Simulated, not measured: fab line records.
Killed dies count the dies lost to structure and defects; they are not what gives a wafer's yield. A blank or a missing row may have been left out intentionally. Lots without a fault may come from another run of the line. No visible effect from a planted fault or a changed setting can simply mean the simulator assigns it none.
Matching of chambers / flow n5_finfet / uv_cure-03 running N5_BEOL_M7_CURE_74: 3 sister chambers
The step cures SiCOH lowk, time 240 s. 3 wafers are shown with their chamber, then 12 later ones without.

## WAFERS WITH THEIR CHAMBER
wafer=L085.6; chamber=0; lamp_power_pct (%)=52.26
wafer=L091.5; chamber=2; lamp_power_pct (%)=52.37
wafer=L093.4; chamber=1; lamp_power_pct (%)=52.34

## WAFERS WHOSE CHAMBER IS MISSING
wafer=L093.2; lamp_power_pct (%)=52.31
wafer=L093.5; lamp_power_pct (%)=52.36
wafer=L093.6; lamp_power_pct (%)=52.35
wafer=L094.1; lamp_power_pct (%)=52.33
wafer=L094.5; lamp_power_pct (%)=52.44
wafer=L094.6; lamp_power_pct (%)=52.36
wafer=L094.2; lamp_power_pct (%)=52.30
wafer=L094.3; lamp_power_pct (%)=52.24
wafer=L094.4; lamp_power_pct (%)=52.23
wafer=L097.2; lamp_power_pct (%)=52.21
wafer=L097.4; lamp_power_pct (%)=52.31
wafer=L097.5; lamp_power_pct (%)=52.41

## WHICH CHAMBER EACH WENT THROUGH
wafer=L093.2; from the rows above=can't be placed: 1 or 0 or 2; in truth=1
wafer=L093.5; from the rows above=can't be placed: 2 or 1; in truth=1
wafer=L093.6; from the rows above=can't be placed: 1 or 2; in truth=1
wafer=L094.1; from the rows above=can't be placed: 1 or 2 or 0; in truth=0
wafer=L094.5; from the rows above=can't be placed: 2 or 1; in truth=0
wafer=L094.6; from the rows above=can't be placed: 2 or 1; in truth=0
wafer=L094.2; from the rows above=can't be placed: 0 or 1 or 2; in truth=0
wafer=L094.3; from the rows above=0; in truth=0
wafer=L094.4; from the rows above=0; in truth=0
wafer=L097.2; from the rows above=0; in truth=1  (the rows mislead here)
wafer=L097.4; from the rows above=can't be placed: 1 or 0 or 2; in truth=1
wafer=L097.5; from the rows above=can't be placed: 2 or 1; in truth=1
Correct placement for 2 of the 12. From these rows, 9 cannot be placed; in 7 the true chamber is one of the candidates. Wrongly placed: 1.
How it was worked out, from the rows above alone: a wafer's distance from a chamber is the root of the sum, over the readings, of the square of ((its reading less the chamber's mean) divided by the reading's scatter). If the next closest chamber is less than 2 further off than the closest, the wafer can't be placed; otherwise it belongs to the closest. Each chamber's mean is taken over the wafers shown for it. The scatter: with one shown wafer a chamber, the root of the mean of the squares of how far each hidden wafer lies from its nearest shown one.
